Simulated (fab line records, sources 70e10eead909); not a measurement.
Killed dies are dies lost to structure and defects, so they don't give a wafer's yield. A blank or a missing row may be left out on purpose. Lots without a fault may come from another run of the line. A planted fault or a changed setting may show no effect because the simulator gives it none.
A struck lot beside a sound one | flow nand_harc | 13 steps out of a route of 1159
Sound: wafers L154.2, L154.3, L154.4. Struck: wafers L157.2, L157.3, L157.5. The cause comes at the end.
At each step with rows: each side's tool, then ch and its chambers, then its first start. Under that, the readings that differ: sound wafers | struck wafers | difference of the means | sigmas: that difference in standard deviations of wafers without a fault.
alike: readings whose means differ by less than 2 such deviations, and words and numbers that are the same on both sides. not compared: withheld readings, readings that some wafer has no value for, bounds like >300 that may hide the same value, and numbers for which the record gives no deviation and whose values overlap.
The two part at a step that has a row with sigmas, a row that says differs or no value, or rows on one side only. Numbers that don't overlap but have no deviation are shown without sigmas and don't part them. A reading that every wafer of one side lacks parts them only if that side has two wafers or more.

NHARC_A_WL_FILL_RTA_01: time 5 s.
  sound on rtp_anneal-01 ch 0, day 16 17:34; struck on rtp_anneal-01 ch 0, day 17 13:07
  alike: lamp_power_pct, lamp_zone_2_pct, wafer_temp_C_max
NHARC_A_WL_FILL_ALD_02: deposits TiN, target thk 2 nm, pulse time 3 s, ald cycles 100.
  sound on ald_metal-03 ch 0,2,3, day 16 17:46; struck on ald_metal-03 ch 2,3, day 17 13:19
  alike: heater_power_outer_w, heater_power_w, precursor_pulse_height_rel
NHARC_A_WL_FILL_CVD_03: deposits W, target thk 40 nm, time 3302 s.
  sound on cvd_w-01 ch 0,1, day 16 23:59; struck on cvd_w-02 ch 0,1, day 17 14:47
  alike: heater_power_w, throttle_valve_pct
then, 1 step without rows for these wafers: NHARC_A_WL_FILL_ETCHBACK_04 (etches the open film in NF3, target depth 60 nm, time 120 s).
NHARC_A_WL_FILL_ETCHBACK_05: etches the open film in Cl2/BCl3, target depth 22 nm, time 60 s.
  sound on rie_metal-01 ch 0,1, day 17 03:06; struck on rie_metal-01 ch 0,1, day 17 17:52
  alike: drypump_motor_current_A, oes_product_au, temp_c
  not compared: rf_hours_counter_h
then, 5 steps without rows for these wafers: NHARC_A_WL_FILL_STRIP_27 (strips in N2/H2, time 20 s); NHARC_A_WL_FILL_STRIP_28 (strips in post etch residue remover, time 1200 s); NHARC_A_WL_FILL_PRECLEAN_06 (cleans in DIW, time 300 s); NHARC_A_WL_FILL_SRD_07; NHARC_A_WL_FILL_ANNEAL_08 (time 1800 s).
NHARC_A_WL_FILL_ALD_10: deposits SiO2, target thk 50 nm, pulse time 10 s, ald cycles 500.
  sound on ald_hk-01 ch 1,2,3, day 17 06:37; struck on ald_hk-04 ch 0,1,2, day 18 01:26
  no value came back on the struck wafers for ald_cycles, heater_power_outer_w (W), heater_power_w (W), precursor_pulse_height_rel; on the sound wafers ald_cycles reads 500 500 500
NHARC_A_WL_FILL_ETCHBACK_16: etches the open film in C4F8/O2/Ar, target depth 88 nm, time 17.6 s.
  sound on rie_diel-09 ch 0,1,3; struck on rie_diel-01 ch 2,3
  alike: oes_product_au, rf_vpp_V
  not compared: rf_hours_counter_h
-- the record jumps here: 4 days lie between the struck wafers' starts before and after (it left off in module A_WL_FILL and takes up again in module END, whose first step shown is number 1159 of the route) --
NHARC_END_SORT_01:
  the record has rows for the struck wafers here (prober-01 ch 0, day 22 05:30) and none for the sound ones

WHERE THEY PART
First at NHARC_A_WL_FILL_ALD_10; last, within this record, at NHARC_END_SORT_01.

WHY: what the simulator had put in
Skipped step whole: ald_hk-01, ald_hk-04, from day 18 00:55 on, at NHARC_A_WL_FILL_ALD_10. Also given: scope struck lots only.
